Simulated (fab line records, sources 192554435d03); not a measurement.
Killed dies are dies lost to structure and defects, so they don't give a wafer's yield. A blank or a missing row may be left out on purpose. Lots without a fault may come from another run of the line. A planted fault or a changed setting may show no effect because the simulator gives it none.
fab line records | flow n5_finfet
record lots=14 wafers=42 last_day=17
route steps=1938 shown WELL_APT@56 PMOS_HMC_CHANNEL_EPI@68 FIN_SAQP@110
lots that met no fault: from a run of the same line without faults
start_h: hours from the record's first day to the start of the lot's first wafer shown | wait_h: hours since the lot's step before | " the same as in the row above | L1.1+2: a row that stands for several wafers | - no value, or no start given | * or withheld: withheld | < > ~ a bound
route shown NAME@n: a module of which the file shows steps, and the number in the route of the first | usual: mean/standard deviation of fault-free wafers | same: alike in all rows | chamber/n: place in a boat | sites: the reading at each site | _std_site: their standard deviation | _edge_site: outer sites' mean less inner sites' | radius_mm: how far each site lies from the wafer's centre | mask NAME#n: copy n | behind: the tool/chamber that last shaped the wafer | hold: why the lot was held/for how many hours/how that ended | device: the transistor (n, p or np) that didn't switch | end of line: the same wafers' tests at the end of the route | a step without rows: its recipe alone | killed: dies lost to structure and defects at the first sort, not the wafer's yield | map: a wafer's dies, x killed, . not, _ none there
set.NAME: the setting as run; set.NAME@STEP: as run at that earlier step | model.NAME: the simulator's own value behind a step, which no gauge read
steps of the route over a sample of lots; a table a step, a row a wafer
services: from which hour (start_h, from the record's first day; less than 0 if before it) a tool's chamber was out of use, for how many hours, and why
## steps
# step N5_WELL_APT_INSPECT_38
# recipe inspect_instrument=darkfield mode=post_epi
# usual raw_defect_count=13/5
# columns lot.wafer tool chamber start_h wait_h raw_defect_count
L974.1 defect_inspect-01 - 16.47 0.5 9
L974.5 " - " " 12
L974.6 " - " " 7
L976.4 defect_inspect-01 - 28.57 0.2 9
L976.5 " - " " 12
L976.6 " - " " 8
L977.1 defect_inspect-01 - 34.93 0.7 9
L977.2 " - " " 13
L977.6 " - " " 15
L979.4 defect_inspect-01 - 47.03 0.3 18
L979.5 " - " " 13
L979.6 " - " " 15
L980.1 defect_inspect-02 - 52.86 0.5 11
L980.3 " - " " 13
L980.4 " - " " 11
L981.2 defect_inspect-01 - 58.77 0.4 12
L981.4 " - " " 21
L981.6 " - " " 15
L983.1 defect_inspect-01 - 70.87 0.7 10
L983.2 " - " " 13
L983.6 " - " " 8
L984.1 defect_inspect-02 - 76.97 0.7 11
L984.2 " - " " 12
L984.4 " - " " 11
L985.1 defect_inspect-01 - 83.23 0.7 17
L985.2 " - " " 14
L985.4 " - " " 12
L989.1 defect_inspect-02 - 107.01 0.7 16
L989.4 " - " " 16
L989.6 " - " " 13
L991.3 defect_inspect-01 - 118.71 0.3 7
L991.4 " - " " 12
L991.6 " - " " 14
L992.1 defect_inspect-02 - 125.31 0.5 18
L992.3 " - " " 6
L992.6 " - " " 11
L996.1 defect_inspect-01 - 148.67 0.5 23
L996.3 " - " " 11
L996.5 " - " " 14
L997.3 defect_inspect-02 - 154.92 0.3 11
L997.4 " - " " 9
L997.6 " - " " 17
# step N5_PMOS_HMC_CHANNEL_EPI_DESCUM_14
# recipe chemistry=O2 time_s=7.9 source_power_w=50 bias_power_w=20 pressure_mtorr=20 rf_frequency_hz=2.712e+07 temp_c=40 resist=CAR-ArF-block o2_flow_sccm=225
# usual drypump_motor_current_A=5.5/0.49 oes_product_au=0.79/0.082 rf_vpp_V=243.2/1.2 showerhead_plenum_p_Torr=2.09/0.065 temp_c=39.99/0.11 throttle_valve_pct=20.44/0.22
# columns lot.wafer tool chamber start_h wait_h drypump_motor_current_A oes_product_au rf_hours_counter_h rf_vpp_V showerhead_plenum_p_Torr temp_c throttle_valve_pct
L974.1 rie_diel-03 3 17.00 0.0 5.1 0.90 43 243.1 2.13 39.97 20.21
L974.5 " 1 " " 5.2 0.75 - 245.0 2.17 40.13 20.32
L974.6 " 2 " " 4.8 0.72 - 243.0 2.07 39.95 20.19
L976.4 rie_diel-03 2 29.10 0.0 4.8 0.72 212 244.1 2.07 39.91 20.19
L976.5 " 3 " " 5.1 0.89 - 244.2 2.12 40.00 20.20
L976.6 " 0 " " 5.4 0.74 - 244.8 2.18 39.97 20.37
L977.1 rie_diel-06 2 35.55 0.1 5.7 0.79 91 242.8 2.03 39.87 20.71
L977.2 " 0 " " 5.5 0.80 102 242.0 2.03 40.11 20.58
L977.6 " 3 " " 6.8 0.68 - 243.4 2.14 39.88 20.50
L979.4 rie_diel-06 0 47.43 0.0 5.5 0.79 106 242.7 2.02 39.98 20.60
L979.5 " 1 " " 5.4 0.94 - 242.8 2.14 39.94 20.42
L979.6 " 0 " " 5.5 0.80 - 242.3 2.02 39.95 20.59
L980.1 rie_diel-05 3 53.41 0.0 5.4 0.78 133 242.9 2.20 39.96 20.35
L980.3 " 1 " " 5.6 0.72 211 241.5 1.98 39.94 20.72
L980.4 " 0 " " 5.3 0.80 120 244.2 2.09 39.94 20.06
L981.2 rie_diel-06 1 59.32 0.0 5.3 0.94 23 243.0 2.14 40.03 20.42
L981.4 " 1 " " 5.3 0.94 - 242.8 2.14 40.22 20.43
L981.6 " 2 " " 5.7 0.78 - 241.7 2.02 40.04 20.73
L983.1 rie_diel-03 1 71.44 0.0 5.2 0.72 170 244.3 2.17 39.94 20.34
L983.2 " 2 " " 4.8 0.70 223 241.5 2.07 40.13 20.22
L983.6 " 2 " " 4.8 0.71 - 242.0 2.07 40.04 20.22
L984.1 rie_diel-06 3 77.73 0.4 6.8 0.99 2 244.2 2.14 40.02 20.11
L984.2 " 1 " " 5.3 0.93 29 243.4 2.14 40.18 20.44
L984.4 " 0 " " 5.5 0.79 117 242.5 2.02 39.84 20.60
L985.1 rie_diel-06 2 83.76 0.0 5.7 0.78 108 243.7 2.02 39.83 20.75
L985.2 " 1 " " 5.3 0.92 32 242.8 2.14 39.97 20.44
L985.4 " 0 " " 5.5 0.79 119 242.3 2.02 39.68 20.61
L989.1 rie_diel-03 1 107.58 0.2 5.2 0.72 179 242.7 2.16 39.96 20.35
L989.4 " 2 " " 4.8 0.69 234 243.0 2.06 39.98 20.24
L989.6 " 2 " " 4.8 0.70 - 240.9 2.06 39.91 20.25
L991.3 rie_diel-05 3 119.24 0.0 5.4 0.76 152 244.2 2.19 40.07 20.38
L991.4 " 1 " " 5.6 0.71 231 240.2 1.97 39.77 20.73
L991.6 " 3 " " 5.4 0.76 - 245.4 2.19 40.03 20.37
L992.1 rie_diel-06 1 126.29 0.5 5.3 0.90 45 243.2 2.13 39.97 20.44
L992.3 " 2 " " 5.7 0.76 121 241.8 2.02 40.02 20.77
L992.6 " 3 " " 6.8 0.92 - 244.6 2.13 40.01 20.10
L996.1 rie_diel-06 3 149.20 0.0 6.8 0.91 26 243.1 2.13 40.00 20.13
L996.3 " 1 " " 5.4 0.88 52 243.2 2.13 40.16 20.47
L996.5 " 2 " " 5.7 0.77 - 241.7 2.01 39.91 20.78
L997.3 rie_diel-05 1 155.45 0.0 5.6 0.70 242 240.7 1.97 40.04 20.75
L997.4 " 2 " " 6.0 0.69 230 243.0 2.06 40.08 20.72
L997.6 " 2 " " 6.0 0.69 - 242.4 2.06 40.05 20.71
# step N5_FIN_SAQP_DEVELOP_15
# recipe develop_time_s=30 developer=TMAH resist=CAR-ArF dev_temp_c=23 rinse_liquid=diw dry=air_spin
# usual chill_plate_temp_C=23.01/0.11 develop_time_s=30/0
# columns lot.wafer tool chamber start_h wait_h chill_plate_temp_C develop_time_s
L974.1 litho_track-05 0 21.00 - 22.98 30
L974.5 " 0 " " 23.10 30
L974.6 " 0 " " 23.12 30
L976.4 litho_track-05 0 34.23 - 23.00 30
L976.5 " 0 " " 23.06 30
L976.6 " 0 " " 23.08 30
L977.1 litho_track-05 0 39.55 - 23.14 30
L977.2 " 0 " " 23.08 30
L977.6 " 0 " " 23.02 30
L979.4 litho_track-02 0 51.58 - 23.17 30
L979.5 " 0 " " 23.15 30
L979.6 " 0 " " 23.25 30
L980.1 litho_track-01 0 57.58 - 22.94 30
L980.3 " 0 " " 22.94 30
L980.4 " 0 " " 22.95 30
L981.2 litho_track-02 0 64.97 - 22.92 30
L981.4 " 0 " " 22.91 30
L981.6 " 0 " " 23.01 30
L983.1 litho_track-05 0 75.61 - 22.97 30
L983.2 " 0 " " 22.77 30
L983.6 " 0 " " 22.89 30
L984.1 litho_track-05 0 81.61 - 23.04 30
L984.2 " 0 " " 23.20 30
L984.4 " 0 " " 23.20 30
L985.1 litho_track-01 0 89.03 - 23.00 30
L985.2 " 0 " " 23.07 30
L985.4 " 0 " " 23.09 30
L989.1 litho_track-05 0 112.42 - 22.92 30
L989.4 " 0 " " 22.95 30
L989.6 " 0 " " 22.92 30
L991.3 litho_track-01 - 123.37 - - -
L991.4 " - " " - -
L991.6 " - " " - -
L992.1 litho_track-01 - 130.37 - - -
L992.3 " - " " - -
L992.6 " - " " - -
L996.1 litho_track-01 0 153.75 - 23.05 30
L996.3 " 0 " " 23.11 30
L996.5 " 0 " " 23.07 30
L997.3 litho_track-02 0 160.35 - 22.97 30
L997.4 " 0 " " 23.04 30
L997.6 " 0 " " 22.94 30
# step N5_FIN_SAQP_OVL_MEAS_17
# recipe points_per_wafer=44
# usual FIN_CORE_OVL=-0.3/0.95
# columns lot.wafer tool chamber start_h wait_h FIN_CORE_OVL[nm]
L974.1 overlay-02 0 21.09 0.0 1.5
L974.5 " 0 " " 1.2
L974.6 " 0 " " 0.0
L976.4 overlay-01 0 34.33 0.0 -1.4
L976.5 " 0 " " 1.0
L976.6 " 0 " " -0.6
L977.1 overlay-01 0 39.65 0.0 -1.5
L977.2 " 0 " " -0.4
L977.6 " 0 " " 0.4
L979.4 overlay-02 0 51.68 0.0 0.0
L979.5 " 0 " " -1.8
L979.6 " 0 " " 0.0
L980.1 overlay-01 0 57.68 0.0 -1.4
L980.3 " 0 " " -1.4
L980.4 " 0 " " -0.1
L981.2 overlay-01 0 65.07 0.0 1.3
L981.4 " 0 " " -0.2
L981.6 " 0 " " 0.6
L983.1 overlay-01 0 75.71 0.0 0.4
L983.2 " 0 " " -0.1
L983.6 " 0 " " -0.2
L984.1 overlay-01 0 81.71 0.0 -1.4
L984.2 " 0 " " 1.2
L984.4 " 0 " " -1.8
L985.1 overlay-01 0 89.13 0.0 0.1
L985.2 " 0 " " 0.6
L985.4 " 0 " " 1.9
L989.1 overlay-02 0 112.52 0.0 -2.6
L989.4 " 0 " " -1.0
L989.6 " 0 " " -0.6
L991.3 overlay-01 0 123.47 0.0 -
L991.4 " 0 " " -
L991.6 " 0 " " -
L992.1 overlay-02 0 130.47 0.0 -
L992.3 " 0 " " -
L992.6 " 0 " " -
L996.1 overlay-02 0 153.85 0.0 0.0
L996.3 " 0 " " 0.5
L996.5 " 0 " " -0.7
L997.3 overlay-02 0 160.45 0.0 -1.3
L997.4 " 0 " " -0.2
L997.6 " 0 " " 0.0
## services
# columns tool chamber start_h hours kind
litho_track-02 - -0.18 - consumable_replace:filter
rie_diel-05 2 24.66 3.3 repair
litho_track-01 - 39.62 - consumable_replace:filter
rie_diel-05 0 43.68 8.0 repair
rie_diel-05 2 47.42 1.8 repair
rie_diel-06 3 48.93 - clean
rie_diel-06 3 48.93 - consumable_replace:focus_ring
rie_diel-06 3 48.93 18.6 scheduled_down
rie_diel-06 3 48.93 18.6 vent_cycle
rie_diel-05 2 65.70 3.1 repair
rie_diel-03 - 95.11 2.8 pm
rie_diel-06 3 158.92 1.5 repair
## key
first_sign step=N5_FIN_SAQP_DEVELOP_15 reading=tool_record direction=missing
effect none on later readings
met_at N5_FIN_SAQP_DEVELOP_15
struck_lots L991,L992
later_rows_left_out L991.3,L991.4,L991.6,L992.1,L992.3,L992.6
sort_left_out L991.3,L991.4,L991.6,L992.1,L992.3,L992.6
not_acting_at N5_WELL_APT_INSPECT_38,N5_PMOS_HMC_CHANNEL_EPI_DESCUM_14,N5_FIN_SAQP_OVL_MEAS_17
onset_between 89.03 123.37
fault kind=skipped_step_whole tool=litho_track-01 chamber=- onset_h=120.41 steps=N5_FIN_SAQP_DEVELOP_15 scope=struck_lots_only
# sort_left_out: the simulated sort isn't trusted on such a fault, so these wafers' sort isn't shown, and their yield isn't known
# later_rows_left_out: the simulator's readings of these wafers behind a module that went badly wrong aren't trusted and aren't shown, but for the sort
